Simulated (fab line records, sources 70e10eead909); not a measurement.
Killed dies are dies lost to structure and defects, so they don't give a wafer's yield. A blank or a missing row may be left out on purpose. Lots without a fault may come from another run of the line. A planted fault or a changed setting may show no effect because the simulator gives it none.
fab line records | flow nand_harc
record lots=7 wafers=21 last_day=33
route steps=1302 shown A_STAIRCASE@724
lots that met no fault: from a run of the same line without faults
start_h: hours from the record's first day to the start of the lot's first wafer shown | wait_h: hours since the lot's step before | " the same as in the row above | L1.1+2: a row that stands for several wafers | - no value, or no start given | * or withheld: withheld | < > ~ a bound
route shown NAME@n: a module of which the file shows steps, and the number in the route of the first | usual: mean/standard deviation of fault-free wafers | same: alike in all rows | chamber/n: place in a boat | sites: the reading at each site | _std_site: their standard deviation | _edge_site: outer sites' mean less inner sites' | radius_mm: how far each site lies from the wafer's centre | mask NAME#n: copy n | behind: the tool/chamber that last shaped the wafer | hold: why the lot was held/for how many hours/how that ended | device: the transistor (n, p or np) that didn't switch | end of line: the same wafers' tests at the end of the route | a step without rows: its recipe alone | killed: dies lost to structure and defects at the first sort, not the wafer's yield | map: a wafer's dies, x killed, . not, _ none there
set.NAME: the setting as run; set.NAME@STEP: as run at that earlier step | model.NAME: the simulator's own value behind a step, which no gauge read
lots at some steps of the route; a table a step, a row a wafer
services: from which hour (start_h, from the record's first day; less than 0 if before it) a tool's chamber was out of use, for how many hours, and why
## steps
# step NHARC_A_STAIRCASE_HMDS_210
# recipe time_s=30
# step NHARC_A_STAIRCASE_COAT_211
# recipe spin_rpm=1200
# step NHARC_A_STAIRCASE_SOFTBAKE_212
# recipe temp_c=135 time_s=170
# step NHARC_A_STAIRCASE_EBR_213
# step NHARC_A_STAIRCASE_EXPOSE_214
# recipe na=0.5 dose_mj=31.26 mask_id=STAIR_3
# step NHARC_A_STAIRCASE_PEB_215
# recipe peb_temp_c=115 peb_time_s=130
# step NHARC_A_STAIRCASE_DEVELOP_216
# recipe time_s=140
# step NHARC_A_STAIRCASE_HARDBAKE_218
# recipe temp_c=120 time_s=140
# step NHARC_A_STAIRCASE_DESCUM_219
# recipe time_s=3 o2_flow_sccm=200 ar_flow_sccm=0 bias_power_w=0 chemistry=O2
# usual drypump_motor_current_A=5.6/0.42 oes_product_au=1.001/0.015 rf_vpp_V=57.8/0.81 showerhead_plenum_p_Torr=1.92/0.1 throttle_valve_pct=11.312/0.0089
# same time_s=3
# columns lot.wafer tool chamber start_h wait_h drypump_motor_current_A oes_product_au rf_hours_counter_h rf_vpp_V showerhead_plenum_p_Torr throttle_valve_pct
L999.1 rie_diel-09 1 434.72 - 6.1 0.985 31 57.5 1.89 11.301
L999.5 " 1 " " 6.1 0.983 - 58.5 1.89 11.312
L999.6 " 2 " " 5.0 1.000 - 57.6 1.77 11.309
L102.3 rie_diel-06 2 457.00 - 5.6 1.022 46 57.8 1.85 11.304
L102.5 " 1 " " 5.4 1.010 - 58.0 2.06 11.300
L102.6 " 2 " " 5.6 1.018 - 58.8 1.85 11.295
L103.2 rie_diel-06 1 466.79 - 5.4 1.016 45 58.4 2.06 11.312
L103.4 " 3 " " 4.8 0.980 45 57.0 1.79 11.309
L103.6 " 1 " " 5.4 1.022 - 59.3 2.06 11.289
L111.2 rie_diel-06 0 546.80 - 6.0 1.010 24 57.3 1.83 11.307
L111.1 " 1 " " 5.4 1.032 23 57.8 2.05 11.315
L111.3 " 2 " " 5.6 1.011 22 56.5 1.84 11.312
L112.3 rie_diel-06 2 564.81 - 5.5 1.006 26 57.3 1.84 11.315
L112.1 " 0 " " 6.0 1.022 29 56.4 1.83 11.305
L112.5 " 2 " " 5.6 1.009 - 57.4 1.84 11.305
L113.3 rie_diel-09 3 564.96 - 5.1 1.000 17 57.5 1.87 11.312
L113.1 " 1 " " 6.1 1.010 20 57.5 1.88 11.303
L113.6 " 3 " " 5.2 0.988 - 58.3 1.87 11.322
L114.3 rie_diel-06 0 570.79 - 5.9 1.019 34 58.7 1.83 11.308
L114.4 " 2 " " 5.6 1.008 - 59.5 1.84 11.318
L114.6 " 0 " " 5.9 1.021 - 57.6 1.83 11.313
# step NHARC_A_STAIRCASE_TRIM_220
# recipe time_s=211.2 o2_flow_sccm=500 ar_flow_sccm=0 bias_w=0 chemistry=O2
# usual drypump_motor_current_A=5.5/0.43 oes_product_au=0.999/0.015 rf_vpp_V=57.7/0.96 showerhead_plenum_p_Torr=3.53/0.18 throttle_valve_pct=17.037/0.0087
# same time_s=211.2
# columns lot.wafer tool chamber start_h wait_h drypump_motor_current_A oes_product_au rf_hours_counter_h rf_vpp_V showerhead_plenum_p_Torr throttle_valve_pct
L999.1 rie_diel-09 1 434.90 0.2 6.1 0.988 31 58.6 3.49 17.035
L999.5 " 2 " " 5.0 0.999 - 56.8 3.28 17.041
L999.6 " 3 " " 5.2 0.980 - 57.2 3.47 17.036
L102.3 rie_diel-06 1 457.12 0.1 5.4 1.022 44 58.1 3.78 17.058
L102.6 " 2 " " 5.6 1.011 - 58.0 3.42 17.028
L102.5 " 3 " " 4.8 0.981 - 56.5 3.32 17.025
L103.4 rie_diel-06 2 466.88 0.1 5.6 1.003 48 58.2 3.42 17.040
L103.2 " 3 " " 4.8 0.963 45 56.3 3.32 17.047
L103.6 " 3 " " 4.8 0.964 - 56.6 3.31 17.023
L111.1 rie_diel-06 0 546.91 0.1 6.0 1.011 24 56.3 3.39 17.034
L111.2 " 1 " " 5.4 1.028 23 60.3 3.76 17.042
L111.3 " 2 " " 5.6 1.016 22 56.9 3.40 17.041
L112.1 rie_diel-06 0 564.91 0.1 6.0 1.017 29 58.1 3.39 17.030
L112.3 " 2 " " 5.5 1.001 26 56.9 3.40 17.035
L112.5 " 2 " " 5.5 0.999 - 57.4 3.40 17.038
L113.3 rie_diel-09 1 565.04 0.1 6.1 1.013 20 57.8 3.47 17.045
L113.1 " 2 " " 5.1 0.985 17 57.6 3.80 17.022
L113.6 " 2 " " 5.1 0.978 - 58.3 3.80 17.031
L114.3 rie_diel-06 0 570.89 0.1 6.0 1.010 34 56.7 3.39 17.057
L114.4 " 2 " " 5.6 1.000 - 57.6 3.40 17.028
L114.6 " 1 " " 5.4 1.030 - 58.3 3.76 17.048
# step NHARC_A_STAIRCASE_ETCH_221
# recipe target_depth_a=1000 time_s=40.5 ion_energy_ev=400 c4f8_flow_sccm=20 o2_flow_sccm=10 ar_flow_sccm=withheld rf_w=600 bias_w=1000 chemistry=C4F8/O2
# usual oes_product_au=0.938/0.017 rf_vpp_V=896/6.4
# same time_s=40.5
# columns lot.wafer tool chamber start_h wait_h oes_product_au rf_hours_counter_h rf_vpp_V
L999.1 rie_diel-09 3 - - 0.921 32 895
L999.5 " 1 " " 0.911 - 893
L999.6 " 2 " " 0.934 - 886
L102.3 rie_diel-06 2 - - 0.961 46 893
L102.5 " 3 " " 0.932 - 890
L102.6 " 0 " " 0.983 - 892
L103.2 rie_diel-06 2 - - 0.945 48 892
L103.4 " 0 " " 0.971 45 891
L103.6 " 3 " " 0.907 - 887
L111.3 rie_diel-06 2 - - 0.939 22 892
L111.1 " 0 " " 0.941 25 889
L111.2 " 1 " " 0.955 23 904
L112.3 rie_diel-06 0 - - 0.940 29 893
L112.1 " 1 " " 0.957 28 904
L112.5 " 2 " " 0.937 - 891
L113.1 rie_diel-09 0 - - 0.926 20 903
L113.3 " 2 " " 0.927 18 905
L113.6 " 1 " " 0.945 - 893
L114.3 rie_diel-06 3 - - 0.909 19 887
L114.4 " 0 " " 0.936 34 893
L114.6 " 3 " " 0.906 - 887
# step NHARC_A_STAIRCASE_TRIM_222
# recipe time_s=211.2 o2_flow_sccm=500 ar_flow_sccm=0 bias_w=0 chemistry=O2
# usual drypump_motor_current_A=5.6/0.45 oes_product_au=1.001/0.015 rf_vpp_V=57.7/0.97 showerhead_plenum_p_Torr=3.54/0.17 throttle_valve_pct=17.035/0.0076
# same time_s=211.2
# columns lot.wafer tool chamber start_h wait_h drypump_motor_current_A oes_product_au rf_hours_counter_h rf_vpp_V showerhead_plenum_p_Torr throttle_valve_pct
L999.1 rie_diel-09 2 435.17 - 5.1 1.002 31 57.9 3.28 17.032
L999.6 " 3 " " 5.2 0.995 - 58.6 3.47 17.035
L999.5 " 0 " " 5.7 1.013 - 57.0 3.76 17.040
L102.3 rie_diel-06 3 457.34 - 4.8 0.970 43 57.8 3.32 17.030
L102.5 " 1 " " 5.4 1.009 - 58.9 3.78 17.041
L102.6 " 2 " " 5.5 1.012 - 57.3 3.42 17.031
L103.4 rie_diel-06 0 467.12 - 6.0 1.016 45 56.1 3.41 17.042
L103.2 " 1 " " 5.4 1.027 45 58.0 3.78 17.032
L103.6 " 0 " " 6.0 1.020 - 57.9 3.41 17.020
L111.3 rie_diel-06 0 547.17 - 6.0 1.234 25 57.2 3.39 17.037
L111.1 " 1 " " 5.4 1.029 23 57.8 3.76 17.029
L111.2 " 2 " " 5.5 1.011 22 58.3 3.40 17.052
L113.1 rie_diel-09 0 565.32 - 5.7 0.976 20 58.6 3.74 17.037
L113.3 " 1 " " 6.1 1.015 20 56.9 3.47 17.037
L113.6 " 3 " " 5.2 0.985 - 57.6 3.45 17.031
L112.1 rie_diel-06 2 569.57 - 5.6 1.011 30 58.2 3.40 17.043
L112.3 " 0 " " 6.0 1.231 33 57.8 3.39 17.032
L112.5 " 1 " " 5.4 1.014 - 57.2 3.76 17.038
L114.3 rie_diel-06 1 571.15 - 5.4 1.242 32 57.3 3.76 17.033
L114.4 " 3 " " 4.8 1.183 19 56.4 3.30 17.049
L114.6 " 1 " " 5.4 1.012 - 58.1 3.76 17.045
# step NHARC_A_STAIRCASE_ETCH_223
# recipe target_depth_a=1000 time_s=40.5 ion_energy_ev=400 c4f8_flow_sccm=20 o2_flow_sccm=10 ar_flow_sccm=withheld rf_w=600 bias_w=1000 chemistry=C4F8/O2
# usual oes_product_au=0.942/0.014 rf_vpp_V=896/6.5
# same time_s=40.5
# columns lot.wafer tool chamber start_h wait_h oes_product_au rf_hours_counter_h rf_vpp_V
L999.1 rie_diel-09 3 - - 0.921 32 894
L999.5 " 0 " " 0.946 - 903
L999.6 " 1 " " 0.922 - 894
L102.3 rie_diel-06 2 - - 0.951 46 892
L102.6 " 2 " " 0.946 - 893
L102.5 " 3 " " 0.929 - 889
L103.2 rie_diel-06 0 - - 0.952 45 891
L103.4 " 3 " " 0.915 45 890
L103.6 " 1 " " 0.965 - 906
L111.3 rie_diel-06 2 - - 0.943 22 891
L111.1 " 0 " " 0.951 25 890
L111.2 " 1 " " 0.954 23 904
L113.1 rie_diel-09 3 - - 0.943 17 894
L113.3 " 0 " " 0.935 20 905
L113.6 " 2 " " 0.938 - 906
L112.3 rie_diel-06 2 - - 0.924 30 891
L112.1 " 0 " " 0.947 33 891
L112.5 " 1 " " 0.945 - 904
L114.4 rie_diel-06 1 - - 0.955 32 903
L114.3 " 2 " " 0.945 31 892
L114.6 " 0 " " 0.945 - 891
## services
# columns tool chamber start_h hours kind
rie_diel-06 0 415.09 - clean
rie_diel-06 1 415.09 - clean
rie_diel-06 2 415.09 - clean
rie_diel-06 3 415.09 - clean
rie_diel-09 - 428.20 1.1 repair
rie_diel-06 0 439.59 - clean
rie_diel-06 1 439.59 - clean
rie_diel-06 2 439.59 - clean
rie_diel-06 3 439.59 - clean
rie_diel-06 2 455.09 1.5 repair
rie_diel-06 0 464.09 - clean
rie_diel-06 1 464.09 - clean
rie_diel-06 2 464.09 - clean
rie_diel-06 3 464.09 - clean
rie_diel-06 - 484.20 9.0 pm
rie_diel-06 0 484.20 9.0 vent_cycle
rie_diel-06 1 484.20 9.0 vent_cycle
rie_diel-06 2 484.20 9.0 vent_cycle
rie_diel-06 3 484.20 9.0 vent_cycle
rie_diel-06 0 493.20 - clean
rie_diel-09 - 497.48 9.0 pm
rie_diel-06 2 504.75 2.4 repair
rie_diel-09 - 507.54 1.2 repair
rie_diel-09 1 514.45 2.4 repair
## key
first_sign step=NHARC_A_STAIRCASE_TRIM_222 reading=oes_product_au direction=up sigmas=15 usual=1.001 struck=1.223
effect none on later readings
met_at NHARC_A_STAIRCASE_TRIM_222
struck_wafers L111.3,L112.3,L114.3,L114.4
later_rows_left_out L111.3,L112.3,L114.3,L114.4
sort_left_out L111.3,L112.3,L114.3,L114.4
tester_left_out L111,L112,L114
onset_between 467.12 547.17
fault kind=process_parameter_drift tool=rie_diel-06 chamber=- onset_h=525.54 steps=NHARC_A_STAIRCASE_TRIM_222 channel=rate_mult offset=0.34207 shape=step end_h=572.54 scope=struck_wafers_only
# tester_left_out: of these lots the tester's yield and bins aren't shown, on N5 and GAA mostly nor the transistor test; their killed dies are dies lost to structure and defects alone, not to doping, threshold or leakage, so they don't give the yield
# sort_left_out: the simulated sort isn't trusted on such a fault, so these wafers' sort isn't shown, and their yield isn't known
# later_rows_left_out: the simulator's readings of these wafers behind a module that went badly wrong aren't trusted and aren't shown, but for the sort
